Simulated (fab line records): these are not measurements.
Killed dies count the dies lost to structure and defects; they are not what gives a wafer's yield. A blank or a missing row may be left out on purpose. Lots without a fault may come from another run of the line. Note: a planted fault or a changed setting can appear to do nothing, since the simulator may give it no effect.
fab line records	flow n5_finfet
record: lots: 24	wafers: 72	last_day: 17
route steps=1938 shown BEOL_M0_SAQP@675 BEOL_M0@738 BEOL_M1@751
lots that met no fault: from a run of the same line without faults
start_h: start of the lot's first displayed wafer, in hours after the record's first day	wait_h: hours since the lot's step before	" the same as in the row above	L1.1+2: several wafers, shown together as one row	- no value, or no start was given	* or withheld: withheld	< > ~ a bound
route shown NAME@n: NAME is a module with steps in the file, n the number in the route of the first one	usual: mean and standard deviation over wafers with no fault	same: alike in all rows	chamber/n: place in a boat	sites: each site's reading	_std_site: the values' standard deviation	_edge_site: the outer-site mean with the inner-site mean subtracted	radius_mm: how far each site lies from the wafer's centre	mask NAME#n: copy n	behind: the tool/chamber that last shaped the wafer	hold: the reason the lot was held/the length of the hold in hours/how it ended	device: whichever transistor did not switch (one of n, p or np)	end of line: the route-end tests of the same wafers	a step without rows: its recipe alone	killed: dies lost to structure and defects at the first sort, not the wafer's yield	map: the dies of a wafer, with x for killed, . for not killed, _ for no die there
set.NAME: the setting that was run; set.NAME@STEP: the one run at that earlier step	model.NAME: the simulator's own value behind a step, which no gauge read
a sample of lots followed through the steps of the route, with each step as a table and each wafer as a row
services: when a tool's chamber went out of use (start_h, in hours from the record's first day, below 0 if earlier), for how many hours, and the reason
== steps ==
step: N5_BEOL_M0_SAQP_RECESS_109
recipe: chemistry: HF/NH3	target: SiO2	target_depth_a: 30	afs_cycles: 1	temp_c: 30	sublimation_temp_c: 180	sublimation_time_s: 60
usual: drypump_motor_current_A: 5.53/0.29
same: sublimation_time_s: 60
lot.wafer	tool	chamber	start_h	wait_h	drypump_motor_current_A
L074.1	vapor_etch-02	1	115.32	0.0	5.09
L074.2	"	0	"	"	5.96
L074.3	"	0	"	"	5.94
L075.2	vapor_etch-01	1	118.43	0.0	5.57
L075.3	"	0	"	"	5.49
L075.6	"	0	"	"	5.46
L076.2	vapor_etch-02	0	127.04	0.0	5.92
L076.5	"	0	"	"	5.94
L076.6	"	1	"	"	5.09
L077.1	vapor_etch-01	0	130.05	0.0	5.45
L077.2	"	1	"	"	5.56
L077.5	"	0	"	"	5.45
L078.2	vapor_etch-01	1	137.66	0.0	5.61
L078.4	"	1	"	"	5.59
L078.6	"	0	"	"	5.46
L079.1	vapor_etch-02	0	138.77	0.0	5.95
L079.2	"	1	"	"	5.07
L079.4	"	0	"	"	5.98
L080.2	vapor_etch-01	0	143.66	0.0	5.48
L080.3	"	0	"	"	5.47
L080.6	"	0	"	"	5.48
L081.1	vapor_etch-01	1	151.62	0.0	5.62
L081.3	"	0	"	"	5.47
L081.6	"	0	"	"	5.43
L082.2	vapor_etch-02	0	160.08	0.0	5.97
L082.3	"	1	"	"	5.09
L082.6	"	0	"	"	5.95
L083.3	vapor_etch-01	0	166.93	0.1	5.50
L083.4	"	1	"	"	5.57
L083.5	"	0	"	"	5.50
L084.1	vapor_etch-02	0	170.62	0.0	5.96
L084.2	"	1	"	"	5.09
L084.4	"	1	"	"	5.11
L086.2	vapor_etch-01	0	178.63	0.3	5.46
L086.3	"	1	"	"	5.59
L086.4	"	0	"	"	5.45
L085.1	vapor_etch-01	1	184.96	0.0	5.57
L085.4	"	1	"	"	5.55
L085.5	"	0	"	"	5.47
L087.4	vapor_etch-02	0	192.36	0.1	5.98
L087.5	"	1	"	"	5.10
L087.6	"	0	"	"	5.97
L088.2	vapor_etch-01	1	195.01	0.0	5.60
L088.4	"	1	"	"	5.63
L088.6	"	0	"	"	5.50
L089.2	vapor_etch-01	1	202.02	0.0	5.57
L089.3	"	1	"	"	5.57
L089.6	"	1	"	"	5.57
L090.4	vapor_etch-01	0	211.89	0.1	5.45
L090.5	"	0	"	"	5.46
L090.6	"	1	"	"	5.59
L091.1	vapor_etch-02	0	215.33	0.0	5.96
L091.4	"	0	"	"	5.96
L091.5	"	1	"	"	5.08
L092.1	vapor_etch-02	1	218.80	0.0	5.09
L092.2	"	0	"	"	5.97
L092.4	"	0	"	"	5.96
L093.1	vapor_etch-02	1	227.10	0.0	5.10
L093.3	"	0	"	"	5.97
L093.4	"	1	"	"	5.09
L094.4	vapor_etch-02	0	229.95	0.1	5.96
L094.5	"	0	"	"	5.95
L094.6	"	1	"	"	5.11
L095.2	vapor_etch-01	1	237.12	0.0	5.55
L095.3	"	0	"	"	5.48
L095.5	"	1	"	"	5.59
L096.1	vapor_etch-01	0	245.53	0.1	5.50
L096.2	"	1	"	"	5.58
L096.3	"	1	"	"	5.52
L097.3	vapor_etch-01	1	248.35	0.1	5.60
L097.4	"	0	"	"	5.51
L097.6	"	0	"	"	5.51
step: N5_BEOL_M0_SPUTTER_134
recipe: material: Cu	target_thk_a: 40	temp_c: -20	chamber_pressure_pa: 0.07	power_w: withheld	time_s: 7.37
usual: chuck_sensor_temp_C: -16.0/0.43	susceptor_temp_C: -20.02/0.1	throttle_valve_pct: 29.9/0.88
lot.wafer	tool	chamber	start_h	wait_h	chuck_sensor_temp_C	susceptor_temp_C	throttle_valve_pct
L074.1	pvd_sputter-03	-	123.83	0.0	-16.1	-20.05	30.8
L074.2	"	-	"	"	-17.0	-20.16	30.1
L074.3	"	-	"	"	-15.6	-20.15	30.3
L075.2	pvd_sputter-03	-	127.56	0.0	-16.8	-20.02	30.0
L075.3	"	-	"	"	-15.5	-19.82	29.2
L075.6	"	-	"	"	-15.9	-20.02	30.8
L077.1	pvd_sputter-03	-	136.85	0.0	-16.9	-19.97	29.9
L077.2	"	-	"	"	-15.9	-19.87	30.6
L077.5	"	-	"	"	-15.9	-19.82	30.5
L076.2	pvd_sputter-02	-	136.95	0.0	-15.9	-20.18	31.3
L076.5	"	-	"	"	-16.0	-20.06	28.8
L076.6	"	-	"	"	-15.7	-20.13	31.3
L078.2	pvd_sputter-03	-	145.02	0.0	-15.6	-20.07	29.2
L078.4	"	-	"	"	-15.9	-19.92	30.8
L078.6	"	-	"	"	-16.8	-19.92	30.0
L079.1	pvd_sputter-02	-	146.39	0.0	-15.9	-20.04	30.1
L079.2	"	-	"	"	-16.0	-19.78	28.8
L079.4	"	-	"	"	-16.1	-19.94	28.6
L080.2	pvd_sputter-01	-	151.06	0.0	-16.3	-19.84	30.4
L080.3	"	-	"	"	-15.6	-20.07	31.1
L080.6	"	-	"	"	-15.7	-20.00	30.9
L081.1	pvd_sputter-03	-	160.16	0.0	-16.9	-19.96	30.2
L081.3	"	-	"	"	-15.5	-20.04	30.3
L081.6	"	-	"	"	-16.9	-19.98	30.1
L082.2	pvd_sputter-03	-	168.40	0.0	-15.6	-20.11	30.2
L082.3	"	-	"	"	-16.1	-20.00	30.6
L082.6	"	-	"	"	-15.8	-20.08	29.3
L083.3	pvd_sputter-03	-	176.29	0.0	-16.1	-19.94	30.9
L083.4	"	-	"	"	-15.6	-19.77	29.5
L083.5	"	-	"	"	-15.5	-20.00	30.2
L084.1	pvd_sputter-03	-	178.69	0.0	-15.5	-20.03	29.3
L084.2	"	-	"	"	-15.6	-19.90	30.4
L084.4	"	-	"	"	-15.9	-20.05	30.7
L086.2	pvd_sputter-03	-	185.67	0.0	-15.4	-20.16	30.3
L086.3	"	-	"	"	-16.8	-20.16	30.0
L086.4	"	-	"	"	-15.9	-20.13	30.8
L085.1	pvd_sputter-02	-	195.79	0.0	-16.0	-19.89	30.2
L085.4	"	-	"	"	-16.0	-19.81	28.4
L085.5	"	-	"	"	-16.2	-19.91	28.8
L087.4	pvd_sputter-03	-	199.72	0.0	-15.7	-20.20	29.3
L087.5	"	-	"	"	-15.8	-20.11	30.7
L087.6	"	-	"	"	-15.5	-20.05	30.0
L088.2	pvd_sputter-03	-	200.87	0.0	-15.9	-19.75	30.4
L088.4	"	-	"	"	-16.9	-20.02	29.9
L088.6	"	-	"	"	-16.8	-19.91	30.2
L089.2	pvd_sputter-02	-	209.43	0.0	-16.1	-20.12	28.6
L089.3	"	-	"	"	-16.0	-19.97	28.5
L089.6	"	-	"	"	-16.3	-19.97	28.7
L090.4	pvd_sputter-02	-	220.09	0.0	-16.0	-20.20	30.2
L090.5	"	-	"	"	-15.9	-20.16	30.0
L090.6	"	-	"	"	-16.3	-20.02	28.6
L092.1	pvd_sputter-02	-	224.43	0.0	-16.0	-20.08	30.1
L092.2	"	-	"	"	-16.0	-20.02	29.0
L092.4	"	-	"	"	-16.0	-19.94	28.7
L091.1	pvd_sputter-02	-	224.91	0.0	-15.9	-20.04	30.0
L091.4	"	-	"	"	-15.9	-20.02	28.7
L091.5	"	-	"	"	-16.0	-19.96	31.4
L093.1	pvd_sputter-03	-	235.23	0.0	-15.8	-20.01	30.9
L093.3	"	-	"	"	-17.0	-20.03	30.1
L093.4	"	-	"	"	-15.7	-19.99	30.2
L094.4	pvd_sputter-02	-	236.95	0.0	-15.7	-20.00	31.0
L094.5	"	-	"	"	-16.0	-20.15	30.1
L094.6	"	-	"	"	-16.0	-19.78	28.6
L095.2	pvd_sputter-02	-	243.81	0.0	-15.8	-19.92	31.1
L095.3	"	-	"	"	-16.1	-19.98	28.5
L095.5	"	-	"	"	-15.7	-19.93	31.5
L096.1	pvd_sputter-01	-	256.43	0.0	-15.7	-19.94	30.8
L096.2	"	-	"	"	-16.1	-19.88	30.6
L096.3	"	-	"	"	-15.7	-20.05	29.9
L097.3	pvd_sputter-01	-	261.45	0.0	-15.4	-20.00	31.1
L097.4	"	-	"	"	-15.6	-19.93	29.7
L097.6	"	-	"	"	-15.6	-19.88	31.1
step: N5_BEOL_M0_PRE_CLEAN_131
recipe: gas: NH3/H2	time_s: 15	temp_c: *	rf_power_w: 300
usual: heater_power_w: 84/12	susceptor_temp_C: *
lot.wafer	tool	chamber	start_h	wait_h	heater_power_w	susceptor_temp_C
L074.1	cvd_co-01	1	124.77	0.0	68	*
L074.2	"	2	"	"	86	*
L074.3	"	0	"	"	69	*
L075.2	cvd_co-01	2	128.50	0.0	86	*
L075.3	"	0	"	"	73	*
L075.6	"	2	"	"	85	*
L077.1	cvd_co-02	0	138.26	0.0	95	*
L077.2	"	1	"	"	97	*
L077.5	"	2	"	"	88	*
L076.2	cvd_co-01	2	138.43	0.0	86	*
L076.5	"	1	"	"	70	*
L076.6	"	2	"	"	87	*
L078.2	cvd_co-01	1	146.04	0.1	67	*
L078.4	"	0	"	"	72	*
L078.6	"	2	"	"	87	*
L079.1	cvd_co-02	2	147.34	0.0	87	*
L079.2	"	1	"	"	96	*
L079.4	"	0	"	"	95	*
L080.2	cvd_co-01	2	152.01	0.0	85	*
L080.3	"	1	"	"	67	*
L080.6	"	1	"	"	69	*
L081.1	cvd_co-02	0	161.20	0.1	96	*
L081.3	"	1	"	"	96	*
L081.6	"	1	"	"	94	*
L082.2	cvd_co-01	0	169.35	0.0	72	*
L082.3	"	2	"	"	88	*
L082.6	"	2	"	"	85	*
L083.3	cvd_co-02	1	177.51	0.0	96	*
L083.4	"	1	"	"	95	*
L083.5	"	2	"	"	86	*
L084.1	cvd_co-02	0	180.97	0.3	100	*
L084.2	"	2	"	"	87	*
L084.4	"	2	"	"	90	*
L086.2	cvd_co-02	1	187.14	0.2	100	*
L086.3	"	2	"	"	89	*
L086.4	"	0	"	"	98	*
L085.1	cvd_co-02	1	196.89	0.0	98	*
L085.4	"	2	"	"	89	*
L085.5	"	0	"	"	96	*
L087.4	cvd_co-02	1	201.00	0.2	96	*
L087.5	"	2	"	"	86	*
L087.6	"	0	"	"	97	*
L088.2	cvd_co-02	2	201.98	0.1	87	*
L088.4	"	0	"	"	97	*
L088.6	"	1	"	"	99	*
L089.2	cvd_co-01	0	211.67	0.0	70	*
L089.3	"	2	"	"	86	*
L089.6	"	1	"	"	68	*
L090.4	cvd_co-01	0	221.41	0.1	71	*
L090.5	"	1	"	"	69	*
L090.6	"	2	"	"	88	*
L092.1	cvd_co-02	2	225.39	0.0	87	*
L092.2	"	1	"	"	99	*
L092.4	"	2	"	"	90	*
L091.1	cvd_co-01	2	225.85	0.0	87	*
L091.4	"	2	"	"	89	*
L091.5	"	1	"	"	68	*
L093.1	cvd_co-02	2	236.19	0.0	87	*
L093.3	"	1	"	"	99	*
L093.4	"	1	"	"	98	*
L094.4	cvd_co-01	1	238.00	0.1	68	*
L094.5	"	2	"	"	86	*
L094.6	"	0	"	"	72	*
L095.2	cvd_co-01	0	245.12	0.0	72	*
L095.3	"	1	"	"	68	*
L095.5	"	1	"	"	69	*
L096.1	cvd_co-01	1	257.37	0.0	67	*
L096.2	"	2	"	"	87	*
L096.3	"	0	"	"	69	*
L097.3	cvd_co-01	1	262.67	0.1	67	*
L097.4	"	1	"	"	68	*
L097.6	"	2	"	"	88	*
step: N5_BEOL_M0_DEP_125
recipe: material: SiCN	target_thk_a: 80	temp_c: withheld	precursor: 3MS/NH3	pressure_torr: 3	rf_w: 202	time_s: 14
usual: chamber_pressure_Torr: 3.001/0.0062	showerhead_plenum_p_Torr: 3.657/0.0085	throttle_valve_pct: 8.9/0.46
lot.wafer	tool	chamber	start_h	wait_h	chamber_pressure_Torr	showerhead_plenum_p_Torr	throttle_valve_pct
L074.1	pecvd-02	0	124.94	0.0	3.001	3.662	8.6
L074.2	"	1	"	"	2.997	3.660	9.4
L074.3	"	1	"	"	3.007	3.642	9.2
L075.2	pecvd-04	0	128.66	0.0	2.992	3.659	9.6
L075.3	"	1	"	"	3.002	3.656	9.2
L075.6	"	1	"	"	3.003	3.649	8.9
L077.1	pecvd-01	1	138.41	0.0	3.013	3.675	9.0
L077.2	"	0	"	"	3.006	3.656	8.6
L077.5	"	2	"	"	3.004	3.671	8.7
L076.2	pecvd-04	1	138.59	0.0	2.990	3.650	9.1
L076.5	"	2	"	"	3.007	3.664	9.3
L076.6	"	1	"	"	3.008	3.658	8.8
L078.2	pecvd-01	2	146.19	0.0	3.015	3.666	8.5
L078.4	"	2	"	"	3.012	3.673	8.6
L078.6	"	1	"	"	3.011	3.665	8.7
L079.1	pecvd-02	0	147.50	0.0	3.001	3.659	8.6
L079.2	"	2	"	"	3.000	3.646	8.3
L079.4	"	2	"	"	3.003	3.644	8.0
L080.2	pecvd-04	1	152.16	0.0	3.001	3.668	9.2
L080.3	"	0	"	"	2.994	3.654	9.8
L080.6	"	1	"	"	3.006	3.652	9.2
L081.1	pecvd-04	1	161.36	0.0	3.004	3.659	9.1
L081.3	"	0	"	"	2.994	3.645	9.8
L081.6	"	2	"	"	3.003	3.676	8.8
L082.2	pecvd-02	2	169.50	0.0	3.000	3.650	8.1
L082.3	"	0	"	"	3.008	3.664	8.6
L082.6	"	1	"	"	2.999	3.653	9.6
L083.3	pecvd-02	0	177.67	0.0	3.006	3.660	8.7
L083.4	"	0	"	"	2.995	3.651	8.7
L083.5	"	1	"	"	2.991	3.650	9.4
L084.1	pecvd-01	1	181.13	0.0	2.996	3.668	8.9
L084.2	"	2	"	"	2.999	3.668	8.6
L084.4	"	1	"	"	3.001	3.670	9.0
L086.2	pecvd-02	0	187.29	0.0	2.995	3.662	8.8
L086.3	"	1	"	"	2.997	3.646	9.4
L086.4	"	0	"	"	2.991	3.649	8.6
L085.1	pecvd-04	2	197.05	0.0	2.994	3.654	8.7
L085.4	"	1	"	"	2.992	3.651	9.1
L085.5	"	0	"	"	3.011	3.659	10.1
L087.4	pecvd-01	2	201.15	0.0	2.999	3.662	8.5
L087.5	"	1	"	"	3.005	3.666	9.1
L087.6	"	0	"	"	3.001	3.658	8.7
L088.2	pecvd-02	0	202.15	0.0	3.007	3.665	8.6
L088.4	"	0	"	"	3.001	3.654	8.9
L088.6	"	0	"	"	2.992	3.663	8.6
L089.2	pecvd-01	0	211.83	0.0	3.004	3.654	8.5
L089.3	"	1	"	"	3.008	3.667	9.1
L089.6	"	0	"	"	3.011	3.655	8.7
L090.4	pecvd-02	2	221.57	0.0	3.001	3.640	8.1
L090.5	"	1	"	"	2.992	3.649	9.6
L090.6	"	0	"	"	3.008	3.662	8.9
L092.1	pecvd-02	1	225.54	0.0	2.994	3.658	9.4
L092.2	"	2	"	"	3.007	3.652	8.3
L092.4	"	1	"	"	3.004	3.648	9.5
L091.1	pecvd-04	1	226.01	0.0	3.005	3.656	9.1
L091.4	"	0	"	"	3.000	3.659	9.7
L091.5	"	2	"	"	2.991	3.662	9.1
L093.1	pecvd-02	2	236.35	0.0	3.006	3.649	8.1
L093.3	"	1	"	"	3.003	3.643	9.3
L093.4	"	1	"	"	2.987	3.647	9.3
L094.4	pecvd-01	0	238.16	0.0	2.985	3.660	8.5
L094.5	"	1	"	"	3.001	3.666	8.9
L094.6	"	2	"	"	3.020	3.659	8.7
L095.2	pecvd-02	2	245.27	0.0	3.003	3.649	8.0
L095.3	"	1	"	"	2.995	3.649	9.3
L095.5	"	2	"	"	3.002	3.645	8.1
L096.1	pecvd-01	1	257.53	0.0	3.003	3.670	9.1
L096.2	"	2	"	"	2.994	3.660	8.9
L096.3	"	0	"	"	2.996	3.650	8.6
L097.3	pecvd-02	1	262.83	0.0	2.999	3.653	9.2
L097.4	"	2	"	"	2.999	3.649	8.3
L097.6	"	0	"	"	3.003	3.662	9.0
step: N5_BEOL_M1_ILD_DEP_00
recipe: material: SiOC	target_thk_a: 790	temp_c: 350	precursor: DEMS/O2	pressure_torr: 5	rf_w: 500	time_s: 15.3
usual: chamber_pressure_Torr: 5.001/0.01	heater_power_w: 510/50	showerhead_plenum_p_Torr: 5.692/0.017	susceptor_temp_C: 350.01/0.21	throttle_valve_pct: 11.8/0.57
lot.wafer	tool	chamber	start_h	wait_h	chamber_pressure_Torr	heater_power_w	showerhead_plenum_p_Torr	susceptor_temp_C	throttle_valve_pct
L074.1	pecvd-02	0	125.09	0.0	4.992	538	5.671	349.87	11.2
L074.2	"	1	"	"	4.994	591	5.694	350.22	12.2
L074.3	"	0	"	"	4.986	546	5.686	350.02	11.3
L075.2	pecvd-03	1	128.79	0.0	5.005	503	5.705	350.26	12.9
L075.3	"	2	"	"	4.994	470	5.664	349.77	12.0
L075.6	"	1	"	"	5.014	497	5.704	349.77	13.0
L077.1	pecvd-03	2	138.54	0.0	5.004	519	5.674	349.73	12.1
L077.2	"	0	"	"	4.998	550	5.706	349.85	11.5
L077.5	"	1	"	"	4.974	488	5.718	349.76	12.5
L076.2	pecvd-02	2	138.71	0.0	4.994	420	5.680	350.37	10.4
L076.5	"	1	"	"	5.001	511	5.675	349.97	12.4
L076.6	"	2	"	"	5.012	416	5.682	350.34	10.7
L078.2	pecvd-02	0	146.32	0.0	5.019	474	5.683	350.03	11.3
L078.4	"	0	"	"	5.001	495	5.681	349.78	11.3
L078.6	"	2	"	"	5.008	442	5.685	349.85	10.8
L079.1	pecvd-01	0	147.63	0.0	4.991	467	5.676	350.31	11.2
L079.2	"	1	"	"	5.023	490	5.714	350.06	11.6
L079.4	"	0	"	"	5.004	480	5.668	350.26	11.4
L080.2	pecvd-02	0	152.29	0.0	5.005	536	5.694	350.18	11.2
L080.3	"	1	"	"	5.007	582	5.685	350.02	12.4
L080.6	"	1	"	"	5.005	582	5.693	349.79	12.2
L081.1	pecvd-03	2	161.49	0.0	4.992	502	5.679	350.15	11.7
L081.3	"	1	"	"	4.997	535	5.707	349.63	12.8
L081.6	"	2	"	"	4.989	511	5.661	349.89	12.0
L082.2	pecvd-01	2	169.63	0.0	4.983	601	5.693	350.04	11.0
L082.3	"	0	"	"	5.008	396	5.683	349.97	11.9
L082.6	"	1	"	"	5.003	523	5.692	350.27	12.4
L083.3	pecvd-01	2	177.80	0.0	4.985	585	5.706	350.06	11.3
L083.4	"	1	"	"	5.015	516	5.691	350.10	11.9
L083.5	"	2	"	"	5.018	604	5.706	350.13	11.2
L084.1	pecvd-02	1	181.26	0.0	4.995	564	5.679	349.81	12.4
L084.2	"	0	"	"	5.015	546	5.699	349.95	11.9
L084.4	"	1	"	"	4.990	564	5.676	349.78	12.4
L086.2	pecvd-01	2	187.42	0.0	5.003	570	5.688	349.99	11.2
L086.3	"	0	"	"	5.005	442	5.665	350.06	11.6
L086.4	"	0	"	"	4.997	450	5.683	349.99	11.6
L085.1	pecvd-01	1	197.18	0.0	5.015	520	5.711	350.43	11.9
L085.4	"	2	"	"	4.998	511	5.702	349.80	11.3
L085.5	"	0	"	"	5.006	481	5.670	349.93	11.2
L087.4	pecvd-03	2	201.28	0.1	5.003	504	5.669	349.89	11.9
L087.5	"	1	"	"	4.996	547	5.710	349.77	12.8
L087.6	"	0	"	"	5.003	586	5.723	350.19	11.7
L088.2	pecvd-03	0	202.29	0.0	4.996	475	5.718	350.16	11.6
L088.4	"	1	"	"	5.020	464	5.692	350.08	12.7
L088.6	"	2	"	"	4.989	519	5.660	350.27	12.0
L089.2	pecvd-01	0	211.96	0.0	4.994	472	5.673	350.02	11.4
L089.3	"	2	"	"	4.994	539	5.729	350.11	11.0
L089.6	"	2	"	"	4.989	535	5.700	349.92	11.3
L090.4	pecvd-02	1	221.70	0.1	5.008	596	5.690	350.01	12.3
L090.5	"	0	"	"	4.989	522	5.689	350.12	11.1
L090.6	"	2	"	"	4.992	452	5.671	350.07	10.8
L092.1	pecvd-01	2	225.67	0.0	4.986	479	5.701	349.63	11.3
L092.2	"	1	"	"	5.017	529	5.692	350.13	11.8
L092.4	"	1	"	"	5.012	521	5.693	350.18	12.1
L091.1	pecvd-03	2	226.14	0.0	4.991	502	5.665	349.74	12.0
L091.4	"	0	"	"	4.997	538	5.699	349.97	11.7
L091.5	"	1	"	"	5.000	501	5.680	350.41	12.7
L093.1	pecvd-03	2	236.48	0.0	4.995	501	5.670	350.12	12.1
L093.3	"	0	"	"	4.997	569	5.723	349.79	11.9
L093.4	"	1	"	"	5.009	500	5.703	349.84	12.9
L094.4	pecvd-03	1	238.29	0.1	5.009	440	5.696	350.07	12.4
L094.5	"	0	"	"	5.010	524	5.715	349.85	11.3
L094.6	"	2	"	"	5.010	422	5.668	350.29	12.1
L095.2	pecvd-03	0	245.40	0.0	4.991	556	5.714	350.20	11.6
L095.3	"	1	"	"	5.006	482	5.708	349.74	12.7
L095.5	"	1	"	"	5.005	513	5.717	349.59	12.4
L096.1	pecvd-02	2	257.66	0.0	4.999	428	5.664	350.09	11.1
L096.2	"	0	"	"	5.018	548	5.699	350.22	11.5
L096.3	"	1	"	"	4.991	583	5.689	349.86	12.3
L097.3	pecvd-03	1	262.96	0.0	4.995	525	5.711	350.51	12.7
L097.4	"	2	"	"	4.997	477	5.681	350.02	11.9
L097.6	"	1	"	"	5.002	525	5.706	350.48	12.6
step: N5_BEOL_M1_CD_MEAS_11
recipe: target_cd_nm: 17.05	landing_energy_ev: 500	detector: se_inlens	polarity: opening
usual: cd_nm: 17.10/0.24
lot.wafer	tool	chamber	start_h	wait_h	cd_nm
L074.1	cd_sem-03	0	126.47	-	17.16
L074.2	"	0	"	"	17.76
L074.3	"	0	"	"	17.03
L075.2	cd_sem-02	0	129.68	-	16.86
L075.3	"	0	"	"	16.91
L075.6	"	0	"	"	16.98
L077.1	cd_sem-03	0	139.68	-	17.63
L077.2	"	0	"	"	17.37
L077.5	"	0	"	"	17.02
L076.2	cd_sem-01	0	139.91	-	17.04
L076.5	"	0	"	"	16.48
L076.6	"	0	"	"	17.28
L078.2	cd_sem-02	0	148.50	-	16.91
L078.4	"	0	"	"	17.09
L078.6	"	0	"	"	16.51
L079.1	cd_sem-01	0	148.75	-	16.88
L079.2	"	0	"	"	17.10
L079.4	"	0	"	"	16.93
L080.2	cd_sem-03	0	153.56	-	16.84
L080.3	"	0	"	"	17.34
L080.6	"	0	"	"	17.24
L081.1	cd_sem-01	0	163.88	-	16.95
L081.3	"	0	"	"	17.08
L081.6	"	0	"	"	17.13
L082.2	cd_sem-02	0	171.36	-	17.05
L082.3	"	0	"	"	17.22
L082.6	"	0	"	"	17.17
L083.3	cd_sem-01	0	179.51	-	17.05
L083.4	"	0	"	"	17.13
L083.5	"	0	"	"	17.12
L084.1	cd_sem-02	0	184.14	-	16.98
L084.2	"	0	"	"	17.29
L084.4	"	0	"	"	17.56
L086.2	cd_sem-01	0	188.72	-	17.46
L086.3	"	0	"	"	16.99
L086.4	"	0	"	"	16.98
L085.1	cd_sem-01	0	199.09	-	17.26
L085.4	"	0	"	"	17.19
L085.5	"	0	"	"	17.06
L087.4	cd_sem-03	0	204.75	-	16.99
L087.5	"	0	"	"	16.65
L087.6	"	0	"	"	16.97
L088.2	cd_sem-01	0	204.78	-	17.17
L088.4	"	0	"	"	17.39
L088.6	"	0	"	"	16.99
L089.2	cd_sem-02	0	212.88	-	16.82
L089.3	"	0	"	"	17.26
L089.6	"	0	"	"	16.98
L090.4	cd_sem-01	0	223.49	-	17.56
L090.5	"	0	"	"	17.23
L090.6	"	0	"	"	17.15
L092.1	cd_sem-03	0	226.74	-	17.42
L092.2	"	0	"	"	17.20
L092.4	"	0	"	"	16.94
L091.1	cd_sem-01	0	227.02	-	16.95
L091.4	"	0	"	"	17.39
L091.5	"	0	"	"	17.07
L093.1	cd_sem-02	0	238.74	-	17.03
L093.3	"	0	"	"	17.05
L093.4	"	0	"	"	17.53
L094.4	cd_sem-02	0	239.16	-	17.00
L094.5	"	0	"	"	17.18
L094.6	"	0	"	"	16.89
L095.2	cd_sem-02	0	250.06	-	16.74
L095.3	"	0	"	"	17.29
L095.5	"	0	"	"	16.93
L096.1	cd_sem-03	0	258.96	-	16.67
L096.2	"	0	"	"	17.26
L096.3	"	0	"	"	17.04
L097.3	cd_sem-01	0	265.32	-	16.88
L097.4	"	0	"	"	17.30
L097.6	"	0	"	"	16.86
== services ==
tool	chamber	start_h	hours	kind
cvd_co-01	-	93.68	3.2	repair
pvd_sputter-01	-	96.45	1.4	repair
pvd_sputter-03	-	96.64	1.2	repair
vapor_etch-01	-	101.47	0.6	repair
vapor_etch-02	-	104.41	0.4	repair
pecvd-02	0	110.42	2.1	scheduled_down
pecvd-01	2	114.12	2.1	scheduled_down
cvd_co-02	1	114.67	-	clean
cvd_co-02	1	114.67	22.0	scheduled_down
cvd_co-02	1	114.67	22.0	vent_cycle
pecvd-02	2	124.07	2.3	repair
pvd_sputter-01	-	129.27	6.9	repair
cvd_co-02	-	154.10	6.9	pm
pvd_sputter-01	-	161.78	0.8	repair
cvd_co-01	-	171.84	39.5	repair
pecvd-02	2	180.04	2.1	scheduled_down
pecvd-02	1	195.84	18.6	repair
pecvd-03	1	204.64	2.1	scheduled_down
pecvd-01	1	216.41	5.0	repair
pecvd-04	2	226.18	5.5	scheduled_down
vapor_etch-02	-	253.44	2.8	pm
pecvd-03	-	254.60	0.9	repair
pecvd-04	1	258.07	2.8	repair
== key ==
fault none
